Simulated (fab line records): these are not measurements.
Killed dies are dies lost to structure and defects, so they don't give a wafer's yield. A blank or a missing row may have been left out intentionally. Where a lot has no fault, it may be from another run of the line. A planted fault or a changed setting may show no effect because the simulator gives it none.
Which tool did it? + flow nand harc + 6 lots with 18 wafers sampled at 5 steps, on a route of 1302 steps

== WHAT THE GAUGES READ, wafer by wafer ==
NHARC_END_SORT_01.
| lot  | measured     | on        | killed at array |
|------|--------------|-----------|-----------------|
| L461 | day 26 23:11 | prober-01 | 100 117 118     |
| L471 | day 32 08:10 | prober-02 | 46 49 50        |

== TOOL THAT RAN EACH LOT (tool first, then ch and the chambers of the sampled wafers, then the start) ==
| lot  | NHARC_P_GATE_DESCUM_61             | NHARC_P_GATE_RTA_82              | NHARC_P_CONTACT_DEP_30          | NHARC_P_CONTACT_SOFTBAKE_07       |
|------|------------------------------------|----------------------------------|---------------------------------|-----------------------------------|
| L455 | rie diel-10 ch 0,1, day 6 05:43    | rtp anneal-01 ch 0, day 6 10:11  | pecvd-03 ch 0,1,2, day 6 10:26  | litho track-04 ch 0, day 6 11:00  |
| L459 | rie diel-09 ch 0,2,3, day 7 14:46  | rtp anneal-01 ch 0, day 7 19:17  | pecvd-01 ch 0,1,2, day 7 19:32  | litho track-04 ch 0, day 7 20:00  |
| L461 | rie diel-10 ch 0,2,3, day 8 11:02  | rtp anneal-01 ch 0, day 8 15:19  | pecvd-01 ch 0,1,2, day 8 15:35  | litho track-01 ch 0, day 8 16:00  |
| L471 | rie diel-09 ch 1,2,3, day 12 19:21 | rtp anneal-02 ch 0, day 12 23:49 | pecvd-02 ch 1,2, day 13 00:22   | litho track-01 ch 0, day 13 01:00 |
| L475 | rie diel-10 ch 0,1,2, day 14 15:53 | rtp anneal-01 ch 0, day 14 20:40 | pecvd-01 ch 1,2, day 14 21:00   | litho track-04 ch 0, day 14 22:00 |
| L477 | rie diel-10 ch 1,2,3, day 15 02:12 | rtp anneal-01 ch 0, day 15 06:42 | pecvd-02 ch 0,1,2, day 15 06:56 | litho track-06 ch 0, day 15 08:00 |
- NHARC_P_GATE_DESCUM_61: chemistry O2, time 3 s.
- NHARC_P_GATE_RTA_82: time 30 s.
- NHARC_P_CONTACT_DEP_30: deposits SiNx, target thk 30 nm.
- NHARC_P_CONTACT_SOFTBAKE_07: time 55 s.

== THE ANSWER, worked out from the rows above alone ==
Rule: what is usual is taken from the lots themselves. Put in order of their means at a reading, lots are off if they are a third of the lots or fewer, leave a main group of 4 or more, and stand apart from it by a gap of 3 or more times the standard deviation of the main group's means; of several such gaps the widest counts. A main group is skipped when, at the precision printed for the reading in the tables above, its means are all equal. A lot without any number at a reading at which 4 lots or more have one is off too. The other lots that the step has rows for count as sound.
Across all readings shown, no lot is off: no conclusion can be drawn from this.

== WHAT THE SIMULATOR HAD INSERTED ==
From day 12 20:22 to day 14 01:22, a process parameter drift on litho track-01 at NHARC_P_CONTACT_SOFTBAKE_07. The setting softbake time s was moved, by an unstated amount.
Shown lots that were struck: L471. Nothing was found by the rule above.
